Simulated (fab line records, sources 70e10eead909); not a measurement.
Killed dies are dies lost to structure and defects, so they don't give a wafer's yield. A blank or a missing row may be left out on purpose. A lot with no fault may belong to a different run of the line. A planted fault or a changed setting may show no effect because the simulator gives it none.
fab line records + flow nandHarc
record
- lots=6
- wafers=18
- lastDay=33
route steps=1302 shown A_STAIRCASE@694
lots that met no fault: taken from a fault-free run of the same line
startH: hours from the record's opening day to when the first of the lot's shown wafers began + waitH: time in hours since the lot's previous step + " unchanged from the row above + L1.1+2: a row that stands for several wafers + - value missing, or start not given + * or withheld: withheld + < > ~ a bound
route shown NAME@n: names a module that has steps shown in the file, with the first one's number in the route + usual: mean/standard deviation taken from wafers without a fault + same: alike in all rows + chamber/n: place in a boat + sites: readings site by site + _std_site: standard deviation across them + _edge_site: the outer-site mean with the inner-site mean subtracted + radiusMm: for every site, how far away it sits from the centre of the wafer + mask NAME#n: copy n + behind: the most recent tool/chamber to have shaped the wafer + hold: the reason the lot was held/the length of the hold in hours/how it ended + device: whichever transistor did not switch (one of n, p or np) + end of line: tests run on the same wafers once the route is complete + step lacking rows: just its recipe + killed: dies that structure and defects cost at the first sort, which is not the same as the wafer's yield + map: a wafer's dies, marking killed ones x, the rest . and places with no die _
set.NAME: the setting the step ran with; set.NAME@STEP: the setting that earlier step ran with + model.NAME: the simulator's own value behind a step, which no gauge read
lots at some steps of the route; a table a step, a row a wafer
services: a tool's chamber out of use, with start hour (startH, from the record's first day; less than 0 if before it), hours out, and reason
## steps
# step NHARC_A_STAIRCASE_EBR_180
# step NHARC_A_STAIRCASE_EXPOSE_181
# recipe
- na=0.5
- doseMj=27.87
- maskId=STAIR_2
# step NHARC_A_STAIRCASE_PEB_182
# recipe
- pebTempC=115
- pebTimeS=130
# step NHARC_A_STAIRCASE_DEVELOP_183
# recipe
- timeS=140
# step NHARC_A_STAIRCASE_HARDBAKE_185
# recipe
- tempC=120
- timeS=140
# step NHARC_A_STAIRCASE_DESCUM_186
# recipe
- timeS=3
- o2FlowSccm=200
- arFlowSccm=0
- biasPowerW=0
- chemistry=O2
# usual
- drypumpMotorCurrentA=5.8/0.61
- oesProductAu=1.003/0.013
- rfVppV=57.9/0.91
- showerheadPlenumPTorr=1.93/0.077
- throttleValvePct=11.310/0.009
| lot.wafer | tool       | chamber | startH | waitH | drypumpMotorCurrentA | oesProductAu | rfHoursCounterH | rfVppV | showerheadPlenumPTorr | throttleValvePct |
|-----------|------------|---------|--------|-------|----------------------|--------------|-----------------|--------|-----------------------|------------------|
| L252.3    | rieDiel-13 | 1       | 354.40 | -     | 6.5                  | 0.996        | 1               | 58.4   | 2.06                  | 11.301           |
| L252.1    | "          | 2       | "      | "     | 4.9                  | 1.000        | 0               | 58.3   | 1.83                  | 11.326           |
| L252.5    | "          | 1       | "      | "     | 6.5                  | 1.000        | -               | 57.8   | 2.06                  | 11.334           |
| L253.1    | rieDiel-13 | 2       | 372.69 | -     | 4.9                  | 1.020        | 8               | 56.5   | 1.82                  | 11.317           |
| L253.3    | "          | 0       | "      | "     | 5.3                  | 1.005        | 7               | 57.8   | 1.91                  | 11.314           |
| L253.2    | "          | 1       | "      | "     | 6.5                  | 1.002        | 7               | 57.8   | 2.06                  | 11.313           |
| L261.3    | rieDiel-13 | 3       | 466.84 | -     | 6.0                  | 0.994        | 35              | 58.8   | 1.90                  | 11.316           |
| L261.2    | "          | 0       | "      | "     | 5.3                  | 0.991        | 36              | 57.1   | 1.90                  | 11.308           |
| L261.4    | "          | 2       | "      | "     | 4.9                  | 1.011        | 36              | 58.7   | 1.81                  | 11.308           |
| L262.1    | rieDiel-13 | 2       | 471.16 | -     | 4.9                  | 1.009        | 37              | 56.8   | 1.81                  | 11.311           |
| L262.4    | "          | 3       | "      | "     | 6.1                  | 0.990        | 37              | 58.4   | 1.90                  | 11.305           |
| L262.5    | "          | 2       | "      | "     | 4.9                  | 1.010        | -               | 57.8   | 1.81                  | 11.309           |
| L271.1    | rieDiel-04 | 3       | 560.64 | -     | 5.6                  | 0.989        | 9               | 58.8   | 1.97                  | 11.297           |
| L271.4    | "          | 0       | "      | "     | 5.9                  | 1.031        | 8               | 58.1   | 1.95                  | 11.300           |
| L271.6    | "          | 2       | "      | "     | 5.0                  | 1.012        | -               | 57.6   | 1.91                  | 11.310           |
| L273.4    | rieDiel-13 | 3       | 578.10 | -     | 6.0                  | 0.982        | 19              | 58.0   | 1.89                  | 11.308           |
| L273.1    | "          | 1       | "      | "     | 6.5                  | 0.999        | 15              | 59.0   | 2.03                  | 11.310           |
| L273.6    | "          | 2       | "      | "     | 4.9                  | 0.988        | -               | 57.6   | 1.80                  | 11.318           |
# step NHARC_A_STAIRCASE_TRIM_187
# recipe
- timeS=211.2
- o2FlowSccm=500
- arFlowSccm=0
- biasW=0
- chemistry=O2
# step NHARC_A_STAIRCASE_ETCH_188
# recipe
- targetDepthA=1000
- timeS=40.5
- ionEnergyEv=400
- c4f8FlowSccm=20
- o2FlowSccm=10
- arFlowSccm=withheld
- rfW=600
- biasW=1000
- chemistry=C4F8/O2
# usual
- oesProductAu=0.946/0.017
- rfVppV=897/5
- runLengthS=61.7/0.38
| lot.wafer | tool       | chamber | startH | waitH | oesProductAu | rfHoursCounterH | rfVppV | runLengthS |
|-----------|------------|---------|--------|-------|--------------|-----------------|--------|------------|
| L252.3    | rieDiel-13 | 2       | -      | -     | 0.944        | 1               | 891    | 61.1       |
| L252.1    | "          | 3       | "      | "     | 0.949        | 1               | 896    | 61.9       |
| L252.5    | "          | 2       | "      | "     | 0.954        | -               | 890    | 61.1       |
| L253.2    | rieDiel-13 | 1       | -      | -     | 0.931        | 7               | 906    | 62.1       |
| L253.1    | "          | 2       | "      | "     | 0.957        | 8               | 890    | 61.0       |
| L253.3    | "          | 0       | "      | "     | 0.947        | 7               | 896    | 62.0       |
| L261.2    | rieDiel-13 | 2       | -      | -     | 0.948        | 36              | 889    | 61.6       |
| L261.4    | "          | 3       | "      | "     | 0.941        | 36              | 896    | 61.9       |
| L261.3    | "          | 1       | "      | "     | 0.927        | 39              | 903    | 61.9       |
| L262.4    | rieDiel-13 | 0       | -      | -     | 0.937        | 38              | 897    | 61.7       |
| L262.1    | "          | 2       | "      | "     | 0.931        | 38              | 889    | 61.1       |
| L262.5    | "          | 1       | "      | "     | 0.919        | -               | 903    | 62.0       |
| L271.1    | rieDiel-04 | 3       | -      | -     | 0.970        | 9               | 899    | 61.8       |
| L271.4    | "          | 1       | "      | "     | 0.974        | 8               | 899    | 62.1       |
| L271.6    | "          | 3       | "      | "     | 0.963        | -               | 899    | 61.6       |
| L273.4    | rieDiel-13 | 0       | -      | -     | 0.935        | 17              | 894    | 61.8       |
| L273.1    | "          | 1       | "      | "     | 0.943        | 15              | 904    | 61.8       |
| L273.6    | "          | 3       | "      | "     | 0.918        | -               | 894    | 62.3       |
# step NHARC_A_STAIRCASE_TRIM_189
# recipe
- timeS=211.2
- o2FlowSccm=500
- arFlowSccm=0
- biasW=0
- chemistry=O2
# usual
- drypumpMotorCurrentA=5.8/0.62
- oesProductAu=1.004/0.013
- rfVppV=57.9/0.85
- showerheadPlenumPTorr=3.56/0.14
- throttleValvePct=17.037/0.008
| lot.wafer | tool       | chamber | startH | waitH | drypumpMotorCurrentA | oesProductAu | rfHoursCounterH | rfVppV | showerheadPlenumPTorr | throttleValvePct |
|-----------|------------|---------|--------|-------|----------------------|--------------|-----------------|--------|-----------------------|------------------|
| L252.3    | rieDiel-13 | 1       | -      | -     | 6.5                  | 1.000        | 1               | 58.3   | 3.78                  | 17.048           |
| L252.1    | "          | 2       | "      | "     | 4.9                  | 1.013        | 1               | 57.1   | 3.38                  | 17.031           |
| L252.5    | "          | 1       | "      | "     | 6.5                  | 0.998        | -               | 57.1   | 3.78                  | 17.047           |
| L253.2    | rieDiel-13 | 0       | -      | -     | 5.3                  | 1.013        | 7               | 58.6   | 3.52                  | 17.031           |
| L253.3    | "          | 1       | "      | "     | 6.6                  | 0.993        | 7               | 59.8   | 3.77                  | 17.037           |
| L253.1    | "          | 2       | "      | "     | 4.9                  | 1.015        | 8               | 57.0   | 3.37                  | 17.040           |
| L261.2    | rieDiel-13 | 1       | -      | -     | 6.5                  | 1.000        | 39              | 58.8   | 3.76                  | 17.030           |
| L261.4    | "          | 3       | "      | "     | 6.0                  | 1.000        | 36              | 57.6   | 3.50                  | 17.016           |
| L261.3    | "          | 0       | "      | "     | 5.3                  | 1.001        | 36              | 57.5   | 3.51                  | 17.035           |
| L262.1    | rieDiel-13 | 0       | -      | -     | 5.3                  | 0.999        | 38              | 55.8   | 3.51                  | 17.041           |
| L262.4    | "          | 3       | "      | "     | 6.0                  | 1.002        | 37              | 57.9   | 3.50                  | 17.024           |
| L262.5    | "          | 1       | "      | "     | 6.5                  | 0.993        | -               | 56.4   | 3.76                  | 17.033           |
| L271.1    | rieDiel-04 | 1       | -      | -     | 5.9                  | 1.030        | 8               | 57.7   | 3.61                  | 17.034           |
| L271.4    | "          | 0       | "      | "     | 5.9                  | 1.039        | 8               | 56.1   | 3.59                  | 17.028           |
| L271.6    | "          | 1       | "      | "     | 5.9                  | 1.023        | -               | 57.4   | 3.61                  | 17.032           |
| L273.1    | rieDiel-13 | 1       | -      | -     | 6.5                  | 1.006        | 15              | 58.4   | 3.74                  | 17.045           |
| L273.4    | "          | 3       | "      | "     | 6.1                  | 0.979        | 19              | 57.5   | 3.48                  | 17.040           |
| L273.6    | "          | 2       | "      | "     | 4.9                  | 0.986        | -               | 56.6   | 3.34                  | 17.034           |
# step NHARC_A_STAIRCASE_ETCH_190
# recipe
- targetDepthA=1000
- timeS=40.5
- ionEnergyEv=400
- c4f8FlowSccm=20
- o2FlowSccm=10
- arFlowSccm=withheld
- rfW=600
- biasW=1000
- chemistry=C4F8/O2
# step NHARC_A_STAIRCASE_TRIM_191
# recipe
- timeS=211.2
- o2FlowSccm=500
- arFlowSccm=0
- biasW=0
- chemistry=O2
# usual
- drypumpMotorCurrentA=5.8/0.6
- oesProductAu=1.002/0.012
- rfVppV=57.8/0.88
- showerheadPlenumPTorr=3.55/0.14
- throttleValvePct=17.037/0.0082
| lot.wafer | tool       | chamber | startH | waitH | drypumpMotorCurrentA | oesProductAu | rfHoursCounterH | rfVppV | showerheadPlenumPTorr | throttleValvePct |
|-----------|------------|---------|--------|-------|----------------------|--------------|-----------------|--------|-----------------------|------------------|
| L252.1    | rieDiel-13 | 2       | -      | -     | 4.9                  | 1.009        | 1               | 58.2   | 3.38                  | 17.036           |
| L252.3    | "          | 0       | "      | "     | 5.3                  | 0.994        | 1               | 57.4   | 3.53                  | 17.030           |
| L252.5    | "          | 3       | "      | "     | 6.0                  | 0.975        | -               | 58.4   | 3.52                  | 17.024           |
| L253.2    | rieDiel-13 | 1       | -      | -     | 6.5                  | 0.996        | 7               | 58.9   | 3.77                  | 17.056           |
| L253.3    | "          | 2       | "      | "     | 4.9                  | 1.009        | 8               | 57.8   | 3.37                  | 17.037           |
| L253.1    | "          | 0       | "      | "     | 5.3                  | 1.019        | 7               | 58.8   | 3.52                  | 17.040           |
| L261.4    | rieDiel-13 | 1       | -      | -     | 6.5                  | 0.990        | 39              | 59.3   | 3.76                  | 17.028           |
| L261.3    | "          | 3       | "      | "     | 6.1                  | 1.001        | 36              | 57.2   | 3.50                  | 17.038           |
| L261.2    | "          | 0       | "      | "     | 5.3                  | 1.006        | 36              | 57.8   | 3.51                  | 17.045           |
| L262.4    | rieDiel-13 | 1       | -      | -     | 6.5                  | 0.986        | 40              | 57.7   | 3.75                  | 17.049           |
| L262.1    | "          | 0       | "      | "     | 5.3                  | 1.002        | 38              | 55.5   | 3.51                  | 17.025           |
| L262.5    | "          | 2       | "      | "     | 4.9                  | 1.010        | -               | 58.4   | 3.36                  | 17.033           |
| L271.1    | rieDiel-04 | 3       | -      | -     | 5.6                  | 0.993        | 9               | 57.5   | 3.63                  | 17.039           |
| L271.4    | "          | 1       | "      | "     | 5.9                  | 1.031        | 9               | 57.8   | 3.61                  | 17.031           |
| L271.6    | "          | 0       | "      | "     | 5.9                  | 1.029        | -               | 58.5   | 3.59                  | 17.040           |
| L273.1    | rieDiel-13 | 3       | -      | -     | 6.1                  | 0.988        | 19              | 57.3   | 3.48                  | 17.028           |
| L273.4    | "          | 2       | "      | "     | 4.9                  | 1.003        | 17              | 55.9   | 3.34                  | 17.040           |
| L273.6    | "          | 3       | "      | "     | 6.0                  | 0.989        | -               | 57.0   | 3.48                  | 17.055           |
# step NHARC_A_STAIRCASE_ETCH_192
# recipe
- targetDepthA=1000
- timeS=40.5
- ionEnergyEv=400
- c4f8FlowSccm=20
- o2FlowSccm=10
- arFlowSccm=withheld
- rfW=600
- biasW=1000
- chemistry=C4F8/O2
# usual
- oesProductAu=0.945/0.015
- rfVppV=897/4.9
- runLengthS=61.7/0.38
| lot.wafer | tool       | chamber | startH | waitH | oesProductAu | rfHoursCounterH | rfVppV | runLengthS |
|-----------|------------|---------|--------|-------|--------------|-----------------|--------|------------|
| L252.1    | rieDiel-13 | 0       | 355.24 | -     | 0.930        | 1               | 895    | 62.5       |
| L252.3    | "          | 1       | "      | "     | 0.932        | 1               | 903    | 61.8       |
| L252.5    | "          | 3       | "      | "     | 0.920        | -               | 895    | 61.8       |
| L253.1    | rieDiel-13 | 0       | 373.51 | -     | 0.954        | 7               | 895    | 61.7       |
| L253.3    | "          | 1       | "      | "     | 0.950        | 7               | 906    | 61.9       |
| L253.2    | "          | 2       | "      | "     | 0.959        | 8               | 889    | 60.9       |
| L261.4    | rieDiel-13 | 3       | 467.54 | -     | 0.945        | 36              | 894    | 62.0       |
| L261.2    | "          | 0       | "      | "     | 0.933        | 36              | 895    | 67.5       |
| L261.3    | "          | 1       | "      | "     | 0.915        | 39              | 903    | 61.6       |
| L262.1    | rieDiel-13 | 3       | 472.82 | -     | 0.921        | 38              | 895    | 62.2       |
| L262.4    | "          | 1       | "      | "     | 0.918        | 40              | 904    | 61.8       |
| L262.5    | "          | 3       | "      | "     | 0.930        | -               | 896    | 67.7       |
| L271.1    | rieDiel-04 | 3       | 561.32 | -     | 0.940        | 9               | 900    | 62.0       |
| L271.4    | "          | 1       | "      | "     | 0.969        | 9               | 897    | 61.7       |
| L271.6    | "          | 3       | "      | "     | 0.950        | -               | 899    | 61.8       |
| L273.1    | rieDiel-13 | 0       | 579.01 | -     | 0.940        | 17              | 895    | 61.6       |
| L273.4    | "          | 1       | "      | "     | 0.951        | 15              | 904    | 61.6       |
| L273.6    | "          | 3       | "      | "     | 0.923        | -               | 895    | 61.7       |
# step NHARC_A_STAIRCASE_TRIM_193
# recipe
- timeS=211.2
- o2FlowSccm=500
- arFlowSccm=0
- biasW=0
- chemistry=O2
# usual
- drypumpMotorCurrentA=5.8/0.62
- oesProductAu=1.003/0.012
- rfVppV=57.9/0.91
- showerheadPlenumPTorr=3.56/0.14
- throttleValvePct=17.037/0.0094
| lot.wafer | tool       | chamber | startH | waitH | drypumpMotorCurrentA | oesProductAu | rfHoursCounterH | rfVppV | showerheadPlenumPTorr | throttleValvePct |
|-----------|------------|---------|--------|-------|----------------------|--------------|-----------------|--------|-----------------------|------------------|
| L252.3    | rieDiel-13 | 0       | -      | -     | 5.3                  | 1.000        | 1               | 57.9   | 3.53                  | 17.042           |
| L252.1    | "          | 2       | "      | "     | 4.9                  | 1.020        | 1               | 56.1   | 3.38                  | 17.045           |
| L252.5    | "          | 0       | "      | "     | 5.3                  | 0.995        | -               | 57.7   | 3.53                  | 17.050           |
| L253.2    | rieDiel-13 | 1       | -      | -     | 6.5                  | 1.002        | 7               | 58.1   | 3.77                  | 17.043           |
| L253.1    | "          | 2       | "      | "     | 4.9                  | 1.018        | 8               | 58.6   | 3.37                  | 17.029           |
| L253.3    | "          | 0       | "      | "     | 5.3                  | 1.006        | 7               | 57.8   | 3.52                  | 17.018           |
| L261.3    | rieDiel-13 | 2       | -      | -     | 4.9                  | 1.009        | 37              | 58.5   | 3.36                  | 17.056           |
| L261.2    | "          | 0       | "      | "     | 5.4                  | 1.013        | 36              | 57.7   | 3.51                  | 17.034           |
| L261.4    | "          | 1       | "      | "     | 6.5                  | 0.989        | 39              | 59.5   | 3.76                  | 17.037           |
| L262.4    | rieDiel-13 | 2       | -      | -     | 4.9                  | 1.009        | 39              | 57.8   | 3.36                  | 17.034           |
| L262.1    | "          | 0       | "      | "     | 5.3                  | 0.995        | 38              | 59.5   | 3.51                  | 17.036           |
| L262.5    | "          | 1       | "      | "     | 6.5                  | 0.986        | -               | 57.5   | 3.75                  | 17.037           |
| L271.1    | rieDiel-04 | 2       | -      | -     | 5.0                  | 1.017        | 9               | 57.9   | 3.53                  | 17.024           |
| L271.4    | "          | 0       | "      | "     | 5.9                  | 1.031        | 8               | 58.8   | 3.59                  | 17.034           |
| L271.6    | "          | 1       | "      | "     | 5.9                  | 1.029        | -               | 57.0   | 3.61                  | 17.038           |
| L273.1    | rieDiel-13 | 1       | -      | -     | 6.5                  | 1.016        | 15              | 56.3   | 3.74                  | 17.042           |
| L273.4    | "          | 3       | "      | "     | 6.1                  | 0.975        | 19              | 58.6   | 3.48                  | 17.041           |
| L273.6    | "          | 1       | "      | "     | 6.5                  | 1.010        | -               | 57.3   | 3.74                  | 17.040           |
## services
| tool       | chamber | startH | hours | kind      |
|------------|---------|--------|-------|-----------|
| rieDiel-13 | -       | 342.12 | 9.0   | pm        |
| rieDiel-13 | 0       | 342.12 | 9.0   | ventCycle |
| rieDiel-13 | 1       | 342.12 | 9.0   | ventCycle |
| rieDiel-13 | 2       | 342.12 | 9.0   | ventCycle |
| rieDiel-13 | 3       | 342.12 | 9.0   | ventCycle |
| rieDiel-13 | 0       | 351.12 | -     | clean     |
| rieDiel-13 | 1       | 351.12 | -     | clean     |
| rieDiel-13 | 2       | 351.12 | -     | clean     |
| rieDiel-13 | 3       | 351.12 | -     | clean     |
| rieDiel-04 | -       | 355.03 | 9.0   | pm        |
| rieDiel-13 | 3       | 367.40 | 20.9  | repair    |
| rieDiel-04 | 2       | 368.63 | 3.7   | repair    |
| rieDiel-13 | 0       | 375.62 | -     | clean     |
| rieDiel-13 | 1       | 375.62 | -     | clean     |
| rieDiel-13 | 2       | 375.62 | -     | clean     |
| rieDiel-13 | 2       | 377.01 | 6.5   | repair    |
| rieDiel-04 | 3       | 385.98 | 1.7   | repair    |
| rieDiel-13 | 0       | 402.78 | -     | clean     |
| rieDiel-13 | 1       | 402.78 | -     | clean     |
| rieDiel-13 | 2       | 418.27 | 18.2  | repair    |
| rieDiel-04 | 2       | 440.61 | 33.2  | repair    |
| rieDiel-13 | -       | 519.17 | 9.0   | pm        |
| rieDiel-04 | -       | 532.03 | 9.0   | pm        |
| rieDiel-13 | 2       | 547.64 | 2.1   | repair    |
## key
firstSign
- step=NHARC_A_STAIRCASE_ETCH_192
- reading=runLengthS
- direction=up
- sigmas=16
- usual=*
- struck=*
effect none on later readings
metAt NHARC_A_STAIRCASE_ETCH_192
struckWafers L261.2,L262.5
testerLeftOut L261,L262
onsetBetween 373.51 467.54
fault
- kind=processParameterDrift
- tool=rieDiel-13
- chamber=-
- onsetH=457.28
- steps=NHARC_A_STAIRCASE_ETCH_192
- channel=timeS
- offset=*
- shape=step
- endH=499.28
- scope=struckWafersOnly
- actsIn=*
- stated=*
# testerLeftOut: of these lots the tester's yield and bins aren't shown, on N5 and GAA mostly nor the transistor test; their killed dies are dies lost to structure and defects alone, not to doping, threshold or leakage, so they don't give the yield
